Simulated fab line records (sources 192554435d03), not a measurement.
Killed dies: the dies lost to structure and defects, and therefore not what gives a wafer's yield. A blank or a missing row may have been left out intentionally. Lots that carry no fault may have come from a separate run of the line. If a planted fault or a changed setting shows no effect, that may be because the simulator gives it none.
The tool behind it: which one? -- flow n5_finfet -- 28 wafers from 10 lots sampled at 6 of the route's 1938 steps

## WHAT EACH GAUGE READ, for each wafer
N5_BEOL_M13_OVL_MEAS_11. Usual: V12_OVL 3 nm, standard deviation 4.9.
lot,measured,on,V12_OVL (nm),flag
L403,day 11 04:40,overlay-01,-3 5 -5,
L410,day 12 18:47,overlay-01,-4 -2 3,
L411,day 13 11:14,overlay-01,2 -1 6,
L413,day 13 14:25,overlay-01,1 2 0,
L412,day 13 14:28,overlay-01,0 6,
L414,day 14 04:56,overlay-02,0 -3 6,
L416,day 14 20:14,overlay-01,8 5,
L419,day 15 11:17,overlay-01,3 -7 -2,
L426,day 16 15:05,overlay-01,16 11 7,
L420,day 17 11:33,overlay-01,-2 4 1,

N5_BEOL_M13_CD_MEAS_17: target cd 190 nm. Usual: 190.5 nm for cd_nm, sd 1.4.
lot,measured,on,cd_nm (nm),flag
L403,day 11 05:15,cd_sem-03,189.8 189.9 188.4,
L410,day 12 21:03,cd_sem-03,189.8 189.1 190.8,
L411,day 13 11:50,cd_sem-02,190.0 189.6 190.9,
L413,day 13 15:09,cd_sem-02,192.0 191.8 191.0,
L412,day 13 15:28,cd_sem-03,192.1 191.0,
L414,day 14 05:32,cd_sem-01,190.0 191.5 191.3,
L416,day 14 21:02,cd_sem-03,189.8 196.3,
L419,day 15 11:55,cd_sem-01,190.9 190.3 192.1,
L426,day 16 15:41,cd_sem-03,190.0 191.4 190.6,
L420,day 17 12:10,cd_sem-03,189.7 189.2 191.3,

N5_BEOL_M13_CD_MEAS_28: target cd 209.5 nm. Usual: 209.4 nm for cd_nm, sd 1.
lot,measured,on,cd_nm (nm),flag
L403,day 11 05:42,cd_sem-03,209.8 210.6 210.4,
L410,day 12 21:23,cd_sem-02,210.1 210.2 207.9,
L411,day 13 12:17,cd_sem-01,208.3 208.4 208.2,
L413,day 13 15:29,cd_sem-03,209.2 208.1 207.4,
L412,day 13 15:47,cd_sem-01,208.7 208.3,
L414,day 14 05:52,cd_sem-01,209.7 210.1 210.4,
L416,day 14 21:22,cd_sem-01,208.4 208.3,
L419,day 15 12:15,cd_sem-02,210.1 210.1 209.9,
L426,day 16 16:08,cd_sem-03,208.9 209.4 209.1,
L420,day 17 12:29,cd_sem-01,212.2 210.3 210.8,

## WHICH TOOL RAN EACH LOT (tool, then ch and the chambers of the sampled wafers, then the start)
lot,N5_BEOL_M12_DEP_53,N5_BEOL_M13_ETCH_59,N5_BEOL_M13_STRIP_63
L403,"pecvd-03 ch 1,2, day 11 03:56","rie_diel-03 ch 1,2,3, day 11 04:46","plasma_asher-01 ch 0,1, day 11 05:02"
L410,"pecvd-04 ch 1,2, day 12 18:02","rie_diel-06 ch 0,1,3, day 12 20:34","plasma_asher-01 ch 0,1, day 12 20:51"
L411,"pecvd-01 ch 0,1,2, day 13 10:31","rie_diel-06 ch 1,3, day 13 11:20","plasma_asher-02 ch 0,1, day 13 11:37"
L413,"pecvd-04 ch 0,1,2, day 13 13:48","rie_diel-06 ch 1,2, day 13 14:40","plasma_asher-02 ch 0,1, day 13 14:57"
L412,"pecvd-01 ch 1,2, day 13 13:49","rie_diel-06 ch 0,1, day 13 14:58","plasma_asher-01 ch 1, day 13 15:16"
L414,"pecvd-04 ch 1,2, day 14 04:19","rie_diel-03 ch 0,1, day 14 05:01","plasma_asher-02 ch 0,1, day 14 05:19"
L416,"pecvd-01 ch 0,1, day 14 19:21","rie_diel-06 ch 1,3, day 14 20:32","plasma_asher-01 ch 1, day 14 20:50"
L419,"pecvd-01 ch 0,1, day 15 10:37","rie_diel-03 ch 0,1, day 15 11:26","plasma_asher-01 ch 0,1, day 15 11:43"
L426,"pecvd-01 ch 0,1,2, day 16 14:22","rie_diel-05 ch 0,1, day 16 15:11","plasma_asher-01 ch 0,1, day 16 15:29"
L420,"pecvd-01 ch 0,1, day 17 10:49","rie_diel-05 ch 0,1,2, day 17 11:40","plasma_asher-02 ch 0,1, day 17 11:59"
- N5_BEOL_M12_DEP_53: deposits SiCN from 3MS/NH3, target thk 30 nm, time 10.5 s.
- N5_BEOL_M13_ETCH_59: etches BARC in N2/H2, target depth 89 nm, overetch 26.7 nm, time 67.9 s.
- N5_BEOL_M13_STRIP_63: strips in N2/H2.

## WHAT THE TOOLS THEMSELVES READ (means of the sampled wafers that have a number; where no wafer has one, the mark that the record gives instead)
N5_BEOL_M12_DEP_53. Usual: rf_fwd_power_W 666 W, standard deviation 4.1; showerhead_plenum_p_Torr 4.156 Torr, standard deviation 0.015; throttle_valve_pct 17.7 %, standard deviation 0.83.
lot,tool,rf_fwd_power_W (W),showerhead_plenum_p_Torr (Torr),throttle_valve_pct (%),flag
L403,pecvd-03,665,4.159,17.3,
L410,pecvd-04,667,4.159,17.3,
L411,pecvd-01,665,4.162,17.6,
L413,pecvd-04,663,4.159,17.7,
L412,pecvd-01,666,4.153,17.1,
L414,pecvd-04,666,4.158,17.3,
L416,pecvd-01,668,4.155,18.3,
L419,pecvd-01,664,4.140,18.3,
L426,pecvd-01,666,4.158,17.7,
L420,pecvd-01,665,4.144,18.2,

N5_BEOL_M13_ETCH_59. Usual: drypump_motor_current_A 5.8 A, standard deviation 0.42; h2_flow_sccm 199.9 sccm, standard deviation 0.57; n2_flow_sccm 199.9 sccm, standard deviation 0.59; oes_product_au 0.68 a.u., standard deviation 0.068; rf_fwd_power_W 833.3 W, standard deviation 2.7; rf_vpp_V 524.6 V, standard deviation 2.4; showerhead_plenum_p_Torr 2.57 Torr, standard deviation 0.083; throttle_valve_pct 18.00 %, standard deviation 0.23.
lot,tool,drypump_motor_current_A (A),h2_flow_sccm (sccm),n2_flow_sccm (sccm),oes_product_au (a.u.),rf_fwd_power_W (W),rf_vpp_V (V),showerhead_plenum_p_Torr (Torr),throttle_valve_pct (%),flag
L403,rie_diel-03,5.9,199.6,199.7,0.62,833.0,524.1,2.55,18.00,
L410,rie_diel-06,6.0,200.2,199.6,0.70,833.3,525.3,2.57,18.17,
L411,rie_diel-06,6.1,199.6,200.1,0.67,833.3,523.0,2.52,18.17,
L413,rie_diel-06,6.1,200.0,199.7,0.67,833.1,527.2,2.66,18.25,
L412,rie_diel-06,6.0,200.0,200.1,0.70,836.0,525.6,2.62,18.29,
L414,rie_diel-03,6.0,200.5,200.0,0.63,833.9,523.4,2.53,17.98,
L416,rie_diel-06,6.1,199.8,199.8,0.66,838.5,522.5,2.55,18.30,
L419,rie_diel-03,6.0,199.9,200.3,0.63,833.7,524.3,2.54,18.03,
L426,rie_diel-05,5.9,199.6,199.9,0.63,832.9,523.3,2.49,17.81,
L420,rie_diel-05,5.8,200.3,200.2,0.66,835.2,522.9,2.51,17.95,

N5_BEOL_M13_STRIP_63. Usual: drypump_motor_current_A 5.34 A, standard deviation 0.27; h2_flow_sccm 3250 sccm, standard deviation 10; heater_power_w 355 W, standard deviation 15; n2_flow_sccm 1750 sccm, standard deviation 4.9; oes_product_au 0.674 a.u., standard deviation 0.0045; strip_time_to_endpoint_s 27.7 s, standard deviation 0.96.
lot,tool,drypump_motor_current_A (A),h2_flow_sccm (sccm),heater_power_w (W),n2_flow_sccm (sccm),oes_product_au (a.u.),strip_time_to_endpoint_s (s),flag
L403,plasma_asher-01,5.54,3250,345,1751,0.672,28.3,
L410,plasma_asher-01,5.52,3246,347,1756,0.674,27.1,
L411,plasma_asher-02,5.10,3260,363,1751,0.675,27.5,
L413,plasma_asher-02,5.03,3254,357,1755,0.674,28.1,
L412,plasma_asher-01,5.71,3251,368,1748,0.681,28.6,
L414,plasma_asher-02,5.04,3251,354,1749,0.674,27.5,
L416,plasma_asher-01,5.68,3254,369,1748,0.667,23.5,OFF
L419,plasma_asher-01,5.58,3253,358,1753,0.673,27.7,
L426,plasma_asher-01,5.53,3239,343,1750,0.667,27.5,
L420,plasma_asher-02,5.03,3250,361,1750,0.674,28.0,

## THE ANSWER, worked out from the rows above alone
Rule: a lot counts as off when the mean over its wafers that have a number is more than 3 standard deviations away from the usual mean. A lot without any number at a reading at which 4 lots or more have one is off too. Any other lot the step has rows for is counted as sound. Order of review: gauges by route order, followed by the tools' own readings, for which a lot's mean as printed above is used. At the first step where some lot is off, the reading lying furthest off is the one used; lots without a number count as furthest.
Off, at N5_BEOL_M13_STRIP_63 on strip_time_to_endpoint_s: L416.
If a tool, at that step or one of the process steps before it, ran each lot that is off and ran no sound lot following the first of them, it fits. One candidate fits, namely rie_diel-06 at N5_BEOL_M13_ETCH_59. A fault onset in the window from L412 (day 13 14:58, its last sound lot) to L416 (day 14 20:32, its first lot off) fits.

## WHAT HAD BEEN PUT IN BY THE SIMULATOR
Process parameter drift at N5_BEOL_M13_ETCH_59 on rie_diel-06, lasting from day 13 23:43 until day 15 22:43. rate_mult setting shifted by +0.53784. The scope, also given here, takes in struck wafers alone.
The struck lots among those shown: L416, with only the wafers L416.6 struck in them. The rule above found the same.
